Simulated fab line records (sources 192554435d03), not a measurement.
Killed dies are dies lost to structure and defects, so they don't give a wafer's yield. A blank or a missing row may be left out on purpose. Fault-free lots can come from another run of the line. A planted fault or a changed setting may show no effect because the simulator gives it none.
fab line records	flow n5-finfet
record: lots: 5	wafers: 15	last-day: 18
route steps=1938 shown MOL_CONTACT_COAG@607
lots with no fault: from the same line, run without faults
start-h: the number of hours between the record's first day and the start of the first shown wafer of the lot	wait-h: hours since the lot's step before	" repeats the value in the row above	L1.1+2: several wafers, shown together as one row	- no value present, or no start provided	* or withheld: withheld	< > ~ a bound
route shown NAME@n: a module of which the file shows steps, and the number in the route of the first	usual: average and standard deviation across the fault-free wafers	same: alike in all rows	chamber/n: place in a boat	sites: the reading at each site	_std_site: standard deviation across them	_edge_site: outer sites' mean less inner sites'	radius-mm: for every site, how far away it sits from the centre of the wafer	mask NAME#n: copy n	behind: the tool/chamber that last shaped the wafer	hold: the reason the lot was held/the length of the hold in hours/how it ended	device: transistor that didn't switch, given as n, p or np	end of line: at the end of the route, the tests of the same wafers	a step with no rows: only its recipe	killed: not the wafer's yield, but the dies lost to structure and defects at the first sort	map: shows each die of a wafer: x if killed, . if not, _ if none is there
set.NAME: the setting the step ran with; set.NAME@STEP: the setting that earlier step ran with	model.NAME: the simulator's own value behind a step, which no gauge read
lots at selected steps of the route; one table per step, one row per wafer
services: a tool's chamber out of use, with start hour (start-h, from the record's first day; less than 0 if before it), hours out, and reason
== steps ==
step: N5_MOL_CONTACT_COAG_ETCH_66
recipe: chemistry: CF4	target: SiARC	target-depth-a: 130	mask-material: CAR-EUV	time-s: 21.7	ion-energy-ev: 80	pressure-mtorr: 40	source-w: 545	bias-w: 36	Ar_flow_sccm: 100	cf4-flow-sccm: 100	ends: cleared
usual: bias-w: 36.00/0.098	drypump-motor-current-A: 5.9/0.36	etch-rf-on-time-s: 21.7/0.41	oes-product-au: 0.66/0.065	rf-vpp-V: 183.7/1.1	showerhead-plenum-p-Torr: 2.12/0.063	throttle-valve-pct: 15.64/0.24
lot.wafer	tool	chamber	start-h	wait-h	bias-w	drypump-motor-current-A	etch-rf-on-time-s	oes-product-au	rf-hours-counter-h	rf-vpp-V	showerhead-plenum-p-Torr	throttle-valve-pct
L085.2	rie-diel-03	3	169.09	0.0	35.93	5.9	21.7	0.65	164	181.4	2.06	15.86
L085.3	"	1	"	"	35.82	6.3	21.4	0.83	4	182.3	2.11	15.18
L085.5	"	3	"	"	35.86	5.9	21.3	0.66	-	181.8	2.06	15.85
L086.2	rie-diel-03	2	169.78	0.0	36.09	5.5	21.5	0.65	145	184.6	2.23	15.92
L086.3	"	1	"	"	36.09	6.3	21.5	0.82	5	183.4	2.11	15.18
L086.6	"	3	"	"	36.09	5.9	21.6	0.65	-	182.7	2.06	15.83
L090.4	rie-diel-04	1	198.46	0.0	35.91	6.2	22.1	0.72	44	184.8	2.27	15.53
L090.5	"	2	"	"	35.83	5.6	22.5	0.63	-	184.7	2.21	16.04
L090.6	"	3	"	"	36.06	5.7	22.3	0.70	-	186.7	2.27	15.66
L092.4	rie-diel-04	3	207.37	0.0	35.99	5.6	21.9	0.70	51	186.1	2.27	15.67
L092.5	"	0	"	"	35.97	5.5	21.2	0.72	-	183.9	2.08	15.29
L092.6	"	1	"	"	36.05	6.2	21.9	0.72	-	183.6	2.27	15.54
L095.1	rie-diel-03	1	223.85	0.0	35.99	6.3	21.5	0.78	25	185.6	2.10	15.22
L095.4	"	3	"	"	36.07	5.9	21.6	0.65	-	181.8	2.06	15.84
L095.5	"	1	"	"	36.12	6.3	21.3	0.78	-	183.8	2.10	15.21
step: N5_MOL_CONTACT_COAG_ALD_133
recipe: material: SiO2	target-thk-a: 50	temp-c: 100	ald-precursor-family: BDEAS	ald-co-reactant: O2-plasma	pulse-time-s: 1	co-reactant-pulse-time-s: 1	purge-time-s: 2	co-reactant-purge-time-s: 2	ald-cycles: 35	pressure-torr: 2
usual: heater-power-w: 81/9.8	precursor-pulse-height-rel: 0.996/0.021
same: co-reactant-purge-time-s: 2
lot.wafer	tool	chamber	start-h	wait-h	heater-power-w	precursor-pulse-height-rel	since-wet-clean-h
L085.2	ald-sin-03	2	169.17	0.1	84	0.994	160
L085.3	"	0	"	"	85	1.035	160
L085.5	"	2	"	"	86	1.013	-
L086.2	ald-sin-02	2	169.86	0.1	69	1.000	359
L086.3	"	3	"	"	91	1.009	359
L086.6	"	2	"	"	69	0.983	-
L090.4	ald-sin-01	1	198.54	0.1	94	1.016	99
L090.5	"	1	"	"	91	0.989	-
L090.6	"	2	"	"	97	1.040	-
L092.4	ald-sin-01	2	207.45	0.1	99	1.005	108
L092.5	"	3	"	"	83	1.019	-
L092.6	"	0	"	"	68	1.011	-
L095.1	ald-sin-02	3	223.93	0.1	93	0.998	33
L095.4	"	1	"	"	64	0.999	33
L095.5	"	0	"	"	74	1.029	-
step: N5_MOL_CONTACT_COAG_ETCHBACK_134
recipe: chemistry: CHF3	target: SiO2	target-depth-a: 100	time-s: 6.7	ion-energy-ev: 200	pressure-mtorr: 30	source-w: 610	bias-w: 170	Ar_flow_sccm: 200	CHF3_flow_sccm: 50
usual: bias-w: 170.0/0.56	drypump-motor-current-A: 5.8/0.31	oes-product-au: 0.78/0.072	rf-vpp-V: 525/5.1	showerhead-plenum-p-Torr: 2.37/0.086	throttle-valve-pct: 18.72/0.25
lot.wafer	tool	chamber	start-h	wait-h	bias-w	drypump-motor-current-A	oes-product-au	rf-hours-counter-h	rf-vpp-V	showerhead-plenum-p-Torr	throttle-valve-pct
L085.2	rie-diel-03	1	169.34	0.1	170.0	6.3	0.97	5	518	2.34	18.30
L085.3	"	2	"	"	169.2	5.4	0.76	144	525	2.48	19.07
L085.5	"	1	"	"	170.8	6.3	0.96	-	520	2.34	18.32
L086.2	rie-diel-01	1	170.04	0.1	170.5	6.0	0.69	227	527	2.34	18.74
L086.3	"	2	"	"	170.1	6.2	0.70	202	524	2.37	18.65
L086.6	"	0	"	"	169.4	6.0	0.83	-	528	2.30	18.33
L090.4	rie-diel-01	0	198.72	0.1	170.3	6.0	0.81	104	526	2.29	18.33
L090.5	"	1	"	"	170.6	5.9	0.67	-	524	2.34	18.77
L090.6	"	2	"	"	170.6	6.2	0.71	-	525	2.36	18.67
L092.4	rie-diel-01	2	207.65	0.1	169.8	6.2	0.69	-	525	2.36	18.65
L092.5	"	0	"	"	169.5	6.0	0.81	-	527	2.29	18.36
L092.6	"	3	"	"	170.1	5.7	0.78	-	520	2.29	18.89
L095.1	rie-diel-04	1	224.13	0.1	170.5	6.2	0.84	50	533	2.53	18.73
L095.4	"	0	"	"	169.1	5.5	0.83	89	516	2.31	18.41
L095.5	"	0	"	"	170.6	5.5	0.83	-	518	2.31	18.40
step: N5_MOL_CONTACT_COAG_ETCH_67
recipe: chemistry: N2/H2	target: SOC	target-depth-a: 600	overetch-a: 210	mask-material: SiARC	temp-c: 40	time-s: 101.2	ion-energy-ev: 200	pressure-mtorr: 30	source-w: 840	bias-w: 150	n2-flow-sccm: 200	h2-flow-sccm: 200
usual: bias-w: 149.9/0.44	drypump-motor-current-A: 5.8/0.31	oes-product-au: 0.65/0.057	rf-vpp-V: 523.7/2.6	showerhead-plenum-p-Torr: 2.54/0.089	throttle-valve-pct: 17.84/0.22
lot.wafer	tool	chamber	start-h	wait-h	bias-w	drypump-motor-current-A	oes-product-au	rf-hours-counter-h	rf-vpp-V	showerhead-plenum-p-Torr	throttle-valve-pct
L085.2	rie-diel-03	1	169.38	0.0	149.4	6.3	0.79	5	523.3	2.50	17.43
L085.3	"	2	"	"	150.4	5.5	0.65	144	527.5	2.66	18.10
L085.5	"	1	"	"	149.9	6.3	0.80	-	522.7	2.50	17.41
L086.2	rie-diel-01	1	170.07	0.0	150.2	5.9	0.57	227	523.8	2.52	17.86
L086.3	"	2	"	"	149.6	6.2	0.60	202	524.3	2.52	17.78
L086.6	"	0	"	"	150.5	6.1	0.69	-	522.3	2.46	17.55
L090.4	rie-diel-01	0	198.75	0.0	150.5	6.0	0.69	104	521.2	2.45	17.58
L090.5	"	1	"	"	149.8	6.0	0.57	-	522.7	2.51	17.89
L090.6	"	2	"	"	150.4	6.2	0.60	-	522.8	2.52	17.80
L092.4	rie-diel-01	2	207.70	0.0	150.3	6.2	0.59	-	523.3	2.51	17.80
L092.5	"	0	"	"	149.5	6.1	0.68	-	521.2	2.45	17.58
L092.6	"	3	"	"	150.2	5.8	0.64	-	520.9	2.45	18.01
L095.1	rie-diel-04	1	224.17	0.0	149.5	6.2	0.71	50	527.4	2.70	17.84
L095.4	"	0	"	"	150.1	5.5	0.69	89	521.5	2.46	17.48
L095.5	"	0	"	"	149.8	5.5	0.69	-	523.0	2.46	17.50
step: N5_MOL_CONTACT_COAG_STRIP_68
recipe: chemistry: N2/H2	temp-c: 40	n2-flow-sccm: 200	h2-flow-sccm: 200	rf-frequency-hz: 6e+07
lot.wafer	tool	chamber	start-h	wait-h
L085.2+3+5	rie-diel-03	1,2,1	169.45	0.0
L086.2+3+6	rie-diel-01	1,2,0	170.14	0.0
L090.4+5+6	rie-diel-01	0,1,2	198.82	0.0
L092.4+5+6	rie-diel-01	2,0,3	207.74	0.0
L095.1+4+5	rie-diel-04	1,0,0	224.24	0.0
step: N5_MOL_CONTACT_COAG_STRIP_69
recipe: chemistry: N2/H2	temp-c: 40	n2-flow-sccm: 200	h2-flow-sccm: 200	rf-frequency-hz: 6e+07
lot.wafer	tool	chamber	start-h	wait-h
L085.2+3+5	rie-diel-03	1,2,1	169.46	0.0
L086.2+3+6	rie-diel-01	1,2,0	170.15	0.0
L090.4+5+6	rie-diel-01	0,1,2	198.83	0.0
L092.4+5+6	rie-diel-01	2,0,3	207.75	0.0
L095.1+4+5	rie-diel-04	1,0,0	224.25	0.0
step: N5_MOL_CONTACT_COAG_ETCHBACK_136
recipe: chemistry: CHF3	target: SiO2	target-depth-a: 250	time-s: 16.7	ion-energy-ev: 200	pressure-mtorr: 30	source-w: 610	bias-w: 170	Ar_flow_sccm: 200	CHF3_flow_sccm: 50
usual: bias-w: 170.0/0.5	drypump-motor-current-A: 5.8/0.31	oes-product-au: 0.78/0.071	rf-vpp-V: 525/5.2	showerhead-plenum-p-Torr: 2.37/0.086	throttle-valve-pct: 18.73/0.25
lot.wafer	tool	chamber	start-h	wait-h	bias-w	drypump-motor-current-A	oes-product-au	rf-hours-counter-h	rf-vpp-V	showerhead-plenum-p-Torr	throttle-valve-pct
L085.2	rie-diel-03	1	169.47	0.0	168.8	6.4	0.97	5	518	2.34	18.33
L085.3	"	2	"	"	169.2	5.5	0.77	144	526	2.48	19.06
L085.5	"	1	"	"	169.2	6.3	0.96	-	518	2.34	18.31
L086.2	rie-diel-01	1	170.16	0.0	169.5	6.0	0.69	227	523	2.34	18.75
L086.3	"	2	"	"	170.5	6.2	0.71	202	524	2.37	18.64
L086.6	"	0	"	"	170.6	6.1	0.83	-	526	2.30	18.33
L090.4	rie-diel-01	0	198.84	0.0	170.1	6.1	0.81	104	526	2.29	18.33
L090.5	"	1	"	"	169.5	6.0	0.68	-	523	2.34	18.78
L090.6	"	2	"	"	170.7	6.2	0.69	-	524	2.36	18.66
L092.4	rie-diel-01	2	207.77	0.0	170.1	6.2	0.70	-	524	2.36	18.67
L092.5	"	0	"	"	169.8	6.1	0.81	-	525	2.29	18.35
L092.6	"	3	"	"	170.9	5.7	0.76	-	520	2.29	18.89
L095.1	rie-diel-04	1	224.26	0.0	171.1	6.2	0.84	50	532	2.53	18.73
L095.4	"	0	"	"	170.2	5.5	0.82	89	517	2.31	18.40
L095.5	"	0	"	"	170.2	5.5	0.82	-	515	2.31	18.41
step: N5_MOL_CONTACT_COAG_STRIP_120
recipe: chemistry: CHF3	resist: SiARC	rf-frequency-hz: 6e+07
lot.wafer	tool	chamber	start-h	wait-h
L085.2+3+5	rie-diel-03	1,2,1	169.49	0.0
L086.2+3+6	rie-diel-01	1,2,0	170.19	0.0
L090.4+5+6	rie-diel-01	0,1,2	198.87	0.0
L092.4+5+6	rie-diel-01	2,0,3	207.78	0.0
L095.1+4+5	rie-diel-04	1,0,0	224.28	0.0
step: N5_MOL_CONTACT_COAG_VIA_ETCH_117
recipe: chemistry: C4F6/O2	target-depth-a: 400	overetch-a: 80	mask-material: SOC	target: SiO2	bias-w: 455	pressure-mtorr: 10	time-s: 26	source-w: 325	Ar_flow_sccm: 300	C4F6_flow_sccm: 10	O2_flow_sccm: 10	ion-energy-ev: 575.3	ends: end-point
usual: bias-w: 455.0/1.4	drypump-motor-current-A: 5.8/0.31	oes-product-au: 0.69/0.06	rf-vpp-V: 1589/15	showerhead-plenum-p-Torr: 2.83/0.1	throttle-valve-pct: 41.1/0.32
lot.wafer	tool	chamber	start-h	wait-h	bias-w	drypump-motor-current-A	oes-product-au	rf-hours-counter-h	rf-vpp-V	showerhead-plenum-p-Torr	throttle-valve-pct
L085.2	rie-diel-03	1	169.50	0.0	456.0	6.3	0.84	5	1573	2.79	40.7
L085.3	"	2	"	"	452.1	5.4	0.69	144	1587	2.95	41.3
L085.5	"	1	"	"	455.2	6.4	0.86	-	1571	2.79	40.7
L086.2	rie-diel-01	1	170.20	0.0	457.2	6.0	0.61	227	1588	2.80	40.8
L086.3	"	2	"	"	453.3	6.2	0.64	202	1590	2.82	41.0
L086.6	"	0	"	"	453.1	6.0	0.74	-	1592	2.74	40.7
L090.4	rie-diel-01	0	198.88	0.0	457.0	6.0	0.73	104	1593	2.73	40.7
L090.5	"	1	"	"	452.3	5.9	0.61	-	1586	2.79	40.8
L090.6	"	2	"	"	455.4	6.2	0.64	-	1589	2.82	41.0
L092.4	rie-diel-01	2	207.80	0.0	453.2	6.2	0.64	-	1588	2.82	41.0
L092.5	"	0	"	"	454.7	6.1	0.73	-	1594	2.73	40.7
L092.6	"	3	"	"	456.3	5.8	0.68	-	1576	2.73	41.4
L095.1	rie-diel-04	1	224.29	0.0	455.2	6.2	0.75	50	1615	3.02	41.6
L095.4	"	0	"	"	456.0	5.5	0.73	89	1566	2.76	40.7
L095.5	"	0	"	"	453.5	5.5	0.74	-	1566	2.76	40.8
step: N5_MOL_CONTACT_COAG_ETCH_124
recipe: chemistry: CH3F/O2	target: SiNx	target-depth-a: 65	mask-material: SOC	stop-on: SiOC	over-etch-frac: 0.3	ion-energy-ev: 120	pressure-mtorr: 30	source-w: 395	bias-w: 73	Ar_flow_sccm: 150	CH3F_flow_sccm: 30	O2_flow_sccm: 20	ends: end-point
usual: bias-w: 72.99/0.22	drypump-motor-current-A: 5.8/0.31	oes-product-au: 0.66/0.058	rf-vpp-V: 297.8/2.9	showerhead-plenum-p-Torr: 1.99/0.074	throttle-valve-pct: 16.33/0.24
lot.wafer	tool	chamber	start-h	wait-h	bias-w	drypump-motor-current-A	oes-product-au	rf-hours-counter-h	rf-vpp-V	showerhead-plenum-p-Torr	throttle-valve-pct
L085.2	rie-diel-03	1	169.53	0.0	73.47	6.3	0.82	5	294.0	1.96	15.89
L085.3	"	2	"	"	73.04	5.5	0.65	144	297.9	2.08	16.64
L085.5	"	1	"	"	72.83	6.3	0.82	-	296.4	1.96	15.87
L086.2	rie-diel-01	1	170.22	0.0	73.19	6.0	0.59	227	297.7	1.97	16.42
L086.3	"	2	"	"	73.09	6.2	0.61	202	298.5	1.99	16.27
L086.6	"	0	"	"	73.15	6.1	0.71	-	298.1	1.93	15.96
L090.4	rie-diel-01	0	198.90	0.0	73.10	6.0	0.70	104	298.5	1.92	15.96
L090.5	"	1	"	"	73.36	5.9	0.59	-	298.4	1.97	16.41
L090.6	"	2	"	"	73.30	6.2	0.61	-	298.6	1.98	16.29
L092.4	rie-diel-01	2	207.84	0.0	73.35	6.2	0.61	-	296.8	1.98	16.29
L092.5	"	0	"	"	73.15	6.1	0.69	-	299.7	1.92	15.96
L092.6	"	3	"	"	72.98	5.7	0.66	-	294.8	1.92	16.48
L095.1	rie-diel-04	1	224.32	0.0	72.65	6.3	0.72	50	302.7	2.13	16.28
L095.4	"	0	"	"	73.18	5.4	0.70	89	293.5	1.94	16.02
L095.5	"	0	"	"	73.03	5.5	0.70	-	296.2	1.94	16.01
step: N5_MOL_CONTACT_COAG_ETCH_48
recipe: chemistry: C4F6/O2	target-depth-a: 150	overetch-a: 45	mask-material: SOC	target: SiOC	bias-w: 465	pressure-mtorr: 10	time-s: 17	source-w: 335	Ar_flow_sccm: 300	C4F6_flow_sccm: 10	O2_flow_sccm: 10	ion-energy-ev: 576
usual: bias-w: 465.0/1.4	drypump-motor-current-A: 5.8/0.31	oes-product-au: 0.65/0.059	rf-vpp-V: 1591/15	showerhead-plenum-p-Torr: 2.83/0.1	throttle-valve-pct: 40.6/0.32
lot.wafer	tool	chamber	start-h	wait-h	bias-w	drypump-motor-current-A	oes-product-au	rf-hours-counter-h	rf-vpp-V	showerhead-plenum-p-Torr	throttle-valve-pct
L085.2	rie-diel-03	1	169.57	0.0	463.2	6.4	0.74	5	1575	2.79	40.2
L085.3	"	2	"	"	464.4	5.5	0.61	144	1592	2.95	40.9
L085.5	"	1	"	"	463.3	6.4	0.80	-	1573	2.79	40.2
L086.2	rie-diel-01	1	170.26	0.0	466.3	6.0	0.58	227	1590	2.80	40.4
L086.3	"	2	"	"	465.4	6.2	0.62	202	1591	2.82	40.5
L086.6	"	0	"	"	466.4	6.1	0.67	-	1596	2.74	40.2
L090.4	rie-diel-01	0	198.94	0.0	464.8	6.0	0.65	104	1595	2.73	40.2
L090.5	"	1	"	"	465.7	6.0	0.53	-	1588	2.79	40.4
L090.6	"	2	"	"	466.2	6.2	0.55	-	1591	2.82	40.5
L092.4	rie-diel-01	2	207.89	0.0	464.5	6.2	0.62	-	1590	2.82	40.6
L092.5	"	0	"	"	465.3	6.1	0.69	-	1595	2.73	40.2
L092.6	"	3	"	"	465.2	5.8	0.65	-	1578	2.73	40.9
L095.1	rie-diel-04	1	224.36	0.0	464.6	6.2	0.67	50	1616	3.02	41.1
L095.4	"	0	"	"	465.7	5.5	0.70	89	1569	2.76	40.3
L095.5	"	0	"	"	465.6	5.5	0.66	-	1569	2.76	40.3
step: N5_MOL_CONTACT_COAG_STRIP_72
recipe: chemistry: N2/H2	power-w: 450	temp-c: 40	pressure-mtorr: 20	rf-frequency-hz: 6e+07	overash-fraction: 3	bias-power-w: 7	h2-frac: 0.5	n2-flow-sccm: 200	h2-flow-sccm: 200
usual: drypump-motor-current-A: 5.8/0.31	oes-product-au: 0.78/0.073	rf-vpp-V: 59.3/2	showerhead-plenum-p-Torr: 2.53/0.089	throttle-valve-pct: 23.66/0.22
lot.wafer	tool	chamber	start-h	wait-h	drypump-motor-current-A	oes-product-au	rf-hours-counter-h	rf-vpp-V	showerhead-plenum-p-Torr	throttle-valve-pct
L085.2	rie-diel-03	1	169.62	0.0	6.3	0.98	5	59.6	2.50	23.21
L085.3	"	2	"	"	5.5	0.75	144	60.6	2.65	23.81
L085.5	"	1	"	"	6.4	0.96	-	55.5	2.50	23.24
L086.2	rie-diel-01	1	170.32	0.0	5.9	0.68	227	58.9	2.51	23.54
L086.3	"	2	"	"	6.2	0.71	202	62.0	2.51	23.61
L086.6	"	0	"	"	6.0	0.82	-	56.9	2.45	23.48
L090.4	rie-diel-01	0	199.00	0.0	6.1	0.82	104	58.7	2.45	23.46
L090.5	"	1	"	"	5.9	0.67	-	56.6	2.51	23.55
L090.6	"	2	"	"	6.2	0.71	-	60.2	2.51	23.61
L092.4	rie-diel-01	2	207.94	0.0	6.2	0.70	-	61.5	2.51	23.65
L092.5	"	0	"	"	6.1	0.81	-	59.7	2.45	23.44
L092.6	"	3	"	"	5.7	0.77	-	59.1	2.44	23.86
L095.1	rie-diel-04	1	224.41	0.0	6.2	0.84	50	62.5	2.69	23.84
L095.4	"	0	"	"	5.5	0.82	89	57.3	2.46	23.31
L095.5	"	0	"	"	5.5	0.83	-	61.4	2.46	23.29
step: N5_MOL_CONTACT_COAG_STRIP_49
recipe: chemistry: N2/H2	time-s: 30	power-w: 1000	temp-c: 250	pressure-mtorr: withheld	n2-flow-sccm: 1750	h2-flow-sccm: 3250
usual: drypump-motor-current-A: 5.4/0.45	heater-power-w: 333/24
lot.wafer	tool	chamber	start-h	wait-h	drypump-motor-current-A	heater-power-w	rf-hours-counter-h
L085.2	plasma-asher-01	0	169.71	-	4.9	333	58
L085.3	"	1	"	"	6.0	365	-
L085.5	"	1	"	"	6.0	361	-
L086.2	plasma-asher-01	1	170.40	-	6.0	367	58
L086.3	"	1	"	"	6.0	367	-
L086.6	"	0	"	"	5.0	327	-
L090.4	plasma-asher-02	0	199.10	-	5.8	302	-
L090.5	"	1	"	"	5.0	340	-
L090.6	"	0	"	"	5.7	311	-
L092.4	plasma-asher-02	1	208.01	-	5.0	357	-
L092.5	"	0	"	"	5.8	305	-
L092.6	"	1	"	"	5.0	353	-
L095.1	plasma-asher-02	1	224.49	-	5.0	344	114
L095.4	"	1	"	"	5.0	341	-
L095.5	"	1	"	"	5.0	351	-
step: N5_MOL_CONTACT_COAG_PRECLEAN_138
recipe: chemistry: alkaline-clean	temp-c: 60	time-s: 60	do-ppb: 50
lot.wafer	tool	chamber	start-h	wait-h
L085.2+3+5	wet-bench-05	6,4,7	169.79	0.1
L086.2+3+6	wet-bench-05	5,2,6	170.49	0.1
L090.4+5+6	wet-bench-04	4,5,3	199.17	0.0
L092.4+5+6	wet-bench-04	5,6,3	208.08	0.0
L095.1+4+5	wet-bench-04	2,4,7	224.58	0.1
step: N5_MOL_CONTACT_COAG_SRD_139
recipe: dry: ipa-marangoni	time-s: 30	temp-c: 23	rinse-liquid: diw
lot.wafer	tool	chamber	start-h	wait-h
L085.2+3+5	wet-bench-05	6,4,7	169.81	0.0
L086.2+3+6	wet-bench-05	5,2,6	170.51	0.0
L090.4+5+6	wet-bench-04	4,5,3	199.19	0.0
L092.4+5+6	wet-bench-04	5,6,3	208.10	0.0
L095.1+4+5	wet-bench-04	2,4,7	224.60	0.0
step: N5_MOL_CONTACT_COAG_CD_MEAS_101
recipe: target-cd-nm: 16
usual: cd-nm: 15.91/0.28
lot.wafer	tool	chamber	start-h	wait-h	cd-nm
L085.2	cd-sem-03	-	169.85	0.0	16.25
L085.3	"	-	"	"	16.26
L085.5	"	-	"	"	15.85
L086.2	cd-sem-02	-	170.55	0.0	15.83
L086.3	"	-	"	"	16.08
L086.6	"	-	"	"	16.05
L090.4	cd-sem-03	-	199.24	0.0	15.86
L090.5	"	-	"	"	16.23
L090.6	"	-	"	"	15.90
L092.4	cd-sem-01	-	208.14	0.0	15.36
L092.5	"	-	"	"	15.94
L092.6	"	-	"	"	16.33
L095.1	cd-sem-03	-	224.64	0.0	15.89
L095.4	"	-	"	"	16.27
L095.5	"	-	"	"	16.19
step: N5_MOL_CONTACT_COAG_PRE_CLEAN_121
recipe: gas: H2/He	time-s: *	temp-c: withheld
lot.wafer	tool	chamber	start-h	wait-h	since-wet-clean-h
L085.2	cvd-w-01	0	169.89	0.0	852
L085.3	"	1	"	"	-
L085.5	"	0	"	"	-
L086.2	cvd-w-02	0	170.62	0.1	-
L086.3	"	0	"	"	-
L086.6	"	0	"	"	-
L090.4	cvd-w-02	1	199.30	0.1	-
L090.5	"	1	"	"	-
L090.6	"	0	"	"	-
L092.4	cvd-w-02	0	208.21	0.1	-
L092.5	"	0	"	"	-
L092.6	"	1	"	"	-
L095.1	cvd-w-01	1	224.68	0.0	907
L095.4	"	1	"	"	-
L095.5	"	0	"	"	-
step: N5_MOL_CONTACT_COAG_CVD_140
recipe: material: W	target-thk-a: 665	mode: selective-fill	temp-c: 300	time-s: 215
usual: heater-power-w: 456/38
lot.wafer	tool	chamber	start-h	wait-h	heater-power-w	since-wet-clean-h
L085.2	cvd-w-01	0	169.98	0.1	433	852
L085.3	"	1	"	"	523	-
L085.5	"	0	"	"	424	-
L086.2	cvd-w-02	0	170.85	0.2	433	-
L086.3	"	0	"	"	436	-
L086.6	"	0	"	"	428	-
L090.4	cvd-w-02	1	199.44	0.1	436	-
L090.5	"	1	"	"	439	-
L090.6	"	0	"	"	437	-
L092.4	cvd-w-02	0	208.35	0.1	446	-
L092.5	"	0	"	"	440	-
L092.6	"	1	"	"	437	-
L095.1	cvd-w-01	1	224.77	0.1	506	907
L095.4	"	1	"	"	521	-
L095.5	"	0	"	"	432	-
step: N5_MOL_CONTACT_COAG_PRECLEAN_127
recipe: chemistry: DIW	time-s: 57.5	temp-c: 23
lot.wafer	tool	chamber	start-h	wait-h
L085.2+3+5	wet-bench-02	5,0,1	170.25	0.2
L086.2+3+6	wet-bench-04	1,3,2	171.28	0.4
L090.4+5+6	wet-bench-05	5,0,7	199.63	0.1
L092.4+5+6	wet-bench-05	3,7,5	208.54	0.1
L095.1+4+5	wet-bench-02	3,7,1	225.04	0.2
step: N5_MOL_CONTACT_COAG_SRD_128
recipe: dry-time-s: 32	dry: n2-spin	spin-rpm: 1500
lot.wafer	tool	chamber	start-h	wait-h
L085.2+3+5	wet-bench-02	5,0,1	170.30	0.0
L086.2+3+6	wet-bench-04	1,3,2	171.30	0.0
L090.4+5+6	wet-bench-05	5,0,7	199.65	0.0
L092.4+5+6	wet-bench-05	3,7,5	208.56	0.0
L095.1+4+5	wet-bench-02	3,7,1	225.06	0.0
== services ==
tool	chamber	start-h	hours	kind
wet-bench-04	-	151.63	1.1	repair
rie-diel-04	1	154.12	31.9	repair
rie-diel-03	0	160.31	-	clean
rie-diel-03	0	160.31	-	consumable-replace:focus-ring
rie-diel-03	0	160.31	19.5	scheduled-down
rie-diel-03	0	160.31	19.5	vent-cycle
plasma-asher-02	-	160.82	2.8	pm
wet-bench-05	-	163.37	1.3	repair
cvd-w-02	1	168.92	4.2	repair
cvd-w-01	-	172.48	3.8	pm
ald-sin-02	-	176.79	14.0	pm
ald-sin-02	0	176.79	14.0	vent-cycle
ald-sin-02	1	176.79	14.0	vent-cycle
ald-sin-02	2	176.79	14.0	vent-cycle
ald-sin-02	3	176.79	14.0	vent-cycle
ald-sin-02	0	190.79	-	clean
ald-sin-02	1	190.79	-	clean
ald-sin-02	2	190.79	-	clean
ald-sin-02	3	190.79	-	clean
rie-diel-01	1	203.47	7.2	repair
ald-sin-03	-	204.96	6.0	pm
ald-sin-02	3	205.50	4.2	repair
rie-diel-04	1	209.09	6.8	repair
rie-diel-03	2	212.85	15.3	repair
== key ==
fault none
